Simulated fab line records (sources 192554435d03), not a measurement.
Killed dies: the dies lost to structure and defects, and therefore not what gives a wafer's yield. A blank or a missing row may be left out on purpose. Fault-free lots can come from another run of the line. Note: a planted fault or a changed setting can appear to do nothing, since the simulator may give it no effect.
fab line records ; flow n5-finfet ; part 2 of 2: steps 5 to 6 of 6
record: lots: 22; wafers: 66; last-day: 18
route steps=1938 shown BEOL_M6@1251 BEOL_M7@1263
lots that met no fault: taken from a fault-free run of the same line
start-h: the number of hours between the record's first day and the start of the first shown wafer of the lot ; wait-h: how many hours have passed since the lot's step before this one ; " as in the row above ; L1.1+2: a single row standing in for several wafers ; - value missing, or start not given ; * or withheld: withheld ; < > ~ a bound
route shown NAME@n: a module of which the file shows steps, and the number in the route of the first ; usual: mean and standard deviation over wafers with no fault ; same: alike in all rows ; chamber/n: place in a boat ; sites: per-site readings ; _std_site: their standard deviation ; _edge_site: mean of outer sites minus mean of inner sites ; radius-mm: for every site, how far away it sits from the centre of the wafer ; mask NAME#n: copy n ; behind: the most recent tool/chamber to have shaped the wafer ; hold: what put the lot on hold/how long, in hours/how the hold closed ; device: whichever transistor did not switch (one of n, p or np) ; end of line: the route-end tests of the same wafers ; where a step has no rows: the recipe by itself ; killed: count of dies lost to structure and defects at first sort (not the wafer's yield) ; map: a wafer's dies, x killed, . not, _ none there
set.NAME: the run value of the setting; set.NAME@STEP: its run value at that earlier step ; model.NAME: the simulator's own value behind a step, which no gauge read
a sample of lots followed through the steps of the route, with each step as a table and each wafer as a row
services: when a tool's chamber went out of use (start-h, in hours from the record's first day, below 0 if earlier), for how many hours, and the reason
== steps ==
step: N5_BEOL_M7_ETCH_72
recipe: chemistry: N2/H2; target: underlayer; target-depth-a: 65; mask-material: CAR-EUV; time-s: 5.2; ion-energy-ev: 200; pressure-mtorr: 30; source-w: 840; bias-w: 150; n2-flow-sccm: 200; h2-flow-sccm: 200; ends: cleared
usual: drypump-motor-current-A: 5.5/0.34; etch-rf-on-time-s: 5.19/0.1; oes-product-au: 0.67/0.074; rf-vpp-V: 524.6/3; showerhead-plenum-p-Torr: 2.57/0.094; throttle-valve-pct: 17.80/0.27
lot.wafer;tool;chamber;start-h;wait-h;drypump-motor-current-A;etch-rf-on-time-s;oes-product-au;rf-hours-counter-h;rf-vpp-V;showerhead-plenum-p-Torr;throttle-valve-pct
L074.3;rie-diel-02;0;192.96;0.0;5.8;5.24;0.60;221;525.6;2.61;18.03
L074.4;rie-diel-02;2;192.96;0.0;6.0;5.22;0.63;165;519.7;2.44;17.96
L074.5;rie-diel-02;2;192.96;0.0;6.0;5.18;0.63;-;519.8;2.44;17.99
L075.1;rie-diel-02;1;216.15;0.0;5.7;5.05;0.81;26;530.2;2.69;17.52
L075.2;rie-diel-02;2;216.15;0.0;6.0;5.15;0.62;174;521.7;2.43;18.01
L075.5;rie-diel-02;3;216.15;0.0;5.9;5.30;0.60;-;526.7;2.61;17.98
L076.2;rie-diel-01;2;220.40;0.0;5.3;5.12;0.73;53;521.7;2.48;17.38
L076.3;rie-diel-01;0;220.40;0.0;5.9;5.20;0.70;76;527.2;2.57;17.44
L076.4;rie-diel-01;1;220.40;0.0;5.7;5.24;0.61;223;521.7;2.51;18.33
L077.1;rie-diel-02;1;228.50;0.0;5.8;5.12;0.78;30;529.0;2.69;17.52
L077.3;rie-diel-02;2;228.50;0.0;6.0;5.18;0.62;179;519.7;2.43;17.98
L077.4;rie-diel-02;3;228.50;0.0;5.9;5.39;0.59;230;527.1;2.61;18.00
L078.1;rie-diel-04;1;234.77;0.0;5.2;5.06;0.72;74;522.2;2.46;17.94
L078.2;rie-diel-04;0;234.77;0.0;5.0;5.34;0.61;210;524.1;2.63;17.92
L078.5;rie-diel-04;0;234.77;0.0;5.0;5.35;0.61;-;525.6;2.63;17.90
L079.2;rie-diel-04;1;241.71;0.0;5.2;5.06;0.73;76;519.2;2.46;17.96
L079.4;rie-diel-04;0;241.71;0.0;5.0;5.33;0.60;212;526.9;2.63;17.90
L079.6;rie-diel-04;3;241.71;0.0;5.2;5.13;0.78;-;527.6;2.71;17.46
L080.1;rie-diel-01;3;252.96;0.0;5.3;5.08;0.78;16;519.7;2.49;17.48
L080.2;rie-diel-01;1;252.96;0.0;5.8;5.10;0.61;234;522.7;2.51;18.35
L080.4;rie-diel-01;0;252.96;0.0;5.9;5.15;0.68;86;526.0;2.56;17.45
L083.1;rie-diel-02;2;256.30;0.0;6.0;5.17;0.63;186;521.2;2.43;18.04
L083.3;rie-diel-02;1;256.30;0.0;5.7;5.14;0.76;38;530.4;2.69;17.52
L083.4;rie-diel-02;3;256.30;0.0;5.9;5.35;0.58;237;526.4;2.61;18.02
L082.1;rie-diel-04;1;262.19;0.0;5.2;5.16;0.72;81;523.8;2.46;17.95
L082.3;rie-diel-04;0;262.19;0.0;5.0;5.36;0.61;218;523.8;2.63;17.89
L082.5;rie-diel-04;2;262.19;0.0;5.4;5.32;0.63;-;526.9;2.64;17.88
L084.1;rie-diel-02;0;262.52;0.0;5.8;5.25;0.60;241;526.8;2.60;18.08
L084.3;rie-diel-02;2;262.52;0.0;6.0;5.16;0.62;188;521.4;2.43;18.01
L084.6;rie-diel-02;3;262.52;0.0;5.9;5.34;0.59;-;524.7;2.60;18.03
L085.3;rie-diel-01;0;272.83;0.0;5.8;5.09;0.69;93;523.7;2.56;17.48
L085.4;rie-diel-01;2;272.83;0.0;5.4;4.99;0.72;67;519.9;2.48;17.39
L085.5;rie-diel-01;1;272.83;0.0;5.7;5.14;0.61;-;521.3;2.50;18.38
L086.4;rie-diel-01;2;273.23;0.0;5.4;5.07;0.71;67;523.7;2.48;17.43
L086.5;rie-diel-01;2;273.23;0.0;5.4;5.08;0.72;-;521.2;2.48;17.42
L086.6;rie-diel-01;3;273.23;0.0;5.3;5.12;0.78;-;522.2;2.49;17.50
L088.2;rie-diel-04;3;295.13;0.0;5.1;5.06;0.76;34;528.6;2.71;17.47
L088.4;rie-diel-04;1;295.13;0.0;5.2;5.06;0.71;91;522.6;2.45;17.97
L088.5;rie-diel-04;2;295.13;0.0;5.5;5.16;0.63;-;529.4;2.63;17.86
L087.1;rie-diel-04;3;303.12;0.0;5.2;5.24;0.74;36;529.4;2.71;17.48
L087.2;rie-diel-04;2;303.12;0.0;5.5;5.24;0.63;200;528.1;2.63;17.88
L087.5;rie-diel-04;1;303.12;0.0;5.2;5.15;0.70;-;519.4;2.45;17.98
L089.1;rie-diel-04;3;303.52;0.0;5.2;5.16;0.75;36;527.3;2.71;17.48
L089.5;rie-diel-04;3;303.52;0.0;5.2;5.11;0.75;-;526.8;2.71;17.49
L089.6;rie-diel-04;0;303.52;0.0;5.0;5.36;0.61;-;526.4;2.63;17.93
L091.2;rie-diel-02;2;310.12;0.0;6.0;5.23;0.61;201;517.7;2.42;18.07
L091.3;rie-diel-02;1;310.12;0.0;5.7;5.12;0.76;52;527.3;2.68;17.59
L091.6;rie-diel-02;1;310.12;0.0;5.7;5.14;0.76;-;528.6;2.68;17.57
L090.1;rie-diel-02;2;311.85;0.0;6.0;5.19;0.61;202;523.8;2.42;18.05
L090.2;rie-diel-02;1;311.85;0.0;5.7;5.16;0.74;53;526.7;2.68;17.58
L090.5;rie-diel-02;3;311.85;0.0;5.9;5.34;0.57;-;525.9;2.60;18.05
L092.1;rie-diel-04;2;331.73;0.0;5.5;5.19;0.63;207;526.7;2.63;17.89
L092.3;rie-diel-04;1;331.73;0.0;5.2;5.05;0.70;100;520.6;2.45;18.00
L092.4;rie-diel-04;3;331.73;0.0;5.2;5.13;0.73;44;527.1;2.70;17.50
L095.2;rie-diel-04;1;337.55;0.0;5.2;5.10;0.69;102;520.9;2.45;18.00
L095.3;rie-diel-04;3;337.55;0.0;5.2;5.17;0.73;46;527.6;2.70;17.49
L095.5;rie-diel-04;1;337.55;0.0;5.2;5.09;0.71;-;521.0;2.45;17.99
L094.1;rie-diel-01;0;337.57;0.0;5.9;5.23;0.66;114;522.3;2.55;17.52
L094.2;rie-diel-01;2;337.57;0.0;5.3;5.14;0.69;89;521.7;2.47;17.46
L094.6;rie-diel-01;0;337.57;0.0;5.9;5.23;0.67;-;523.3;2.55;17.53
L096.1;rie-diel-02;2;339.74;0.0;6.0;5.24;0.60;214;518.1;2.42;18.06
L096.2;rie-diel-02;1;339.74;0.0;5.7;5.20;0.74;66;528.8;2.68;17.62
L096.4;rie-diel-02;2;339.74;0.0;6.0;5.22;0.61;-;520.5;2.42;18.07
L097.1;rie-diel-04;3;366.74;0.0;5.2;5.16;0.73;54;525.7;2.70;17.53
L097.4;rie-diel-04;2;366.74;0.0;5.5;5.25;0.61;218;527.0;2.63;17.89
L097.6;rie-diel-04;3;366.74;0.0;5.2;5.11;0.73;-;528.4;2.70;17.51
step: N5_BEOL_M7_CD_MEAS_35
recipe: target-cd-nm: 40; polarity: opening
usual: cd-nm: 40.1/0.49
lot.wafer;tool;chamber;start-h;wait-h;cd-nm
L074.3;cd-sem-02;-;193.51;0.0;39.5
L074.4;cd-sem-02;-;193.51;0.0;39.2
L074.5;cd-sem-02;-;193.51;0.0;38.7
L075.1;cd-sem-01;-;216.71;0.0;39.6
L075.2;cd-sem-01;-;216.71;0.0;40.0
L075.5;cd-sem-01;-;216.71;0.0;39.9
L076.2;cd-sem-01;-;220.95;0.0;40.3
L076.3;cd-sem-01;-;220.95;0.0;40.5
L076.4;cd-sem-01;-;220.95;0.0;39.9
L077.1;cd-sem-03;-;229.04;0.0;40.1
L077.3;cd-sem-03;-;229.04;0.0;40.1
L077.4;cd-sem-03;-;229.04;0.0;39.9
L078.1;cd-sem-01;-;235.42;0.0;39.7
L078.2;cd-sem-01;-;235.42;0.0;40.2
L078.5;cd-sem-01;-;235.42;0.0;40.5
L079.2;cd-sem-02;-;242.26;0.0;39.2
L079.4;cd-sem-02;-;242.26;0.0;39.5
L079.6;cd-sem-02;-;242.26;0.0;40.3
L080.1;cd-sem-03;-;253.51;0.0;40.1
L080.2;cd-sem-03;-;253.51;0.0;40.2
L080.4;cd-sem-03;-;253.51;0.0;40.3
L083.1;cd-sem-01;-;256.85;0.0;40.2
L083.3;cd-sem-01;-;256.85;0.0;40.3
L083.4;cd-sem-01;-;256.85;0.0;40.0
L082.1;cd-sem-03;-;262.74;0.0;40.9
L082.3;cd-sem-03;-;262.74;0.0;39.9
L082.5;cd-sem-03;-;262.74;0.0;40.1
L084.1;cd-sem-02;-;263.07;0.0;40.5
L084.3;cd-sem-02;-;263.07;0.0;40.0
L084.6;cd-sem-02;-;263.07;0.0;40.9
L085.3;cd-sem-02;-;273.39;0.0;40.2
L085.4;cd-sem-02;-;273.39;0.0;40.6
L085.5;cd-sem-02;-;273.39;0.0;39.8
L086.4;cd-sem-03;-;273.80;0.0;41.2
L086.5;cd-sem-03;-;273.80;0.0;40.6
L086.6;cd-sem-03;-;273.80;0.0;40.1
L088.2;cd-sem-02;-;295.68;0.0;40.3
L088.4;cd-sem-02;-;295.68;0.0;40.2
L088.5;cd-sem-02;-;295.68;0.0;39.9
L087.1;cd-sem-01;-;303.67;0.0;40.2
L087.2;cd-sem-01;-;303.67;0.0;39.6
L087.5;cd-sem-01;-;303.67;0.0;40.6
L089.1;cd-sem-03;-;304.07;0.0;40.1
L089.5;cd-sem-03;-;304.07;0.0;39.7
L089.6;cd-sem-03;-;304.07;0.0;40.3
L091.2;cd-sem-02;-;310.67;0.0;39.5
L091.3;cd-sem-02;-;310.67;0.0;40.3
L091.6;cd-sem-02;-;310.67;0.0;40.1
L090.1;cd-sem-03;-;312.40;0.0;40.2
L090.2;cd-sem-03;-;312.40;0.0;39.7
L090.5;cd-sem-03;-;312.40;0.0;40.1
L092.1;cd-sem-03;-;332.28;0.0;40.6
L092.3;cd-sem-03;-;332.28;0.0;41.5
L092.4;cd-sem-03;-;332.28;0.0;40.4
L095.2;cd-sem-02;-;338.10;0.0;40.1
L095.3;cd-sem-02;-;338.10;0.0;40.4
L095.5;cd-sem-02;-;338.10;0.0;40.5
L094.1;cd-sem-01;-;338.12;0.0;40.1
L094.2;cd-sem-01;-;338.12;0.0;40.5
L094.6;cd-sem-01;-;338.12;0.0;40.1
L096.1;cd-sem-01;-;340.30;0.0;40.4
L096.2;cd-sem-01;-;340.30;0.0;40.5
L096.4;cd-sem-01;-;340.30;0.0;40.3
L097.1;cd-sem-02;-;367.29;0.0;39.9
L097.4;cd-sem-02;-;367.29;0.0;40.3
L097.6;cd-sem-02;-;367.29;0.0;39.6
== services ==
tool;chamber;start-h;hours;kind
rie-diel-04;3;170.75;-;clean
rie-diel-04;3;170.75;-;consumable-replace:focus-ring
rie-diel-04;3;170.75;-;consumable-replace:showerhead
rie-diel-04;3;170.75;15.6;scheduled-down
rie-diel-04;3;170.75;15.6;vent-cycle
ald-metal-04;0;179.39;16.4;repair
ald-metal-04;-;187.95;1.2;pm
ald-metal-02;-;189.88;0.6;repair
rie-diel-01;-;196.89;8.3;repair
ald-metal-04;-;211.64;0.9;repair
pecvd-03;1;212.15;14.9;repair
pecvd-01;2;235.29;6.0;repair
ald-metal-04;3;242.19;5.7;repair
pecvd-01;2;255.35;1.9;repair
rie-diel-01;2;258.46;12.2;repair
ald-metal-03;-;286.75;6.0;pm
rie-diel-02;0;296.99;-;clean
rie-diel-02;0;296.99;-;consumable-replace:focus-ring
rie-diel-02;0;296.99;19.5;scheduled-down
rie-diel-02;0;296.99;19.5;vent-cycle
ald-metal-03;-;321.53;0.2;repair
rie-diel-01;1;323.28;2.4;repair
pecvd-04;0;327.13;2.1;repair
ald-metal-04;-;337.25;14.0;pm
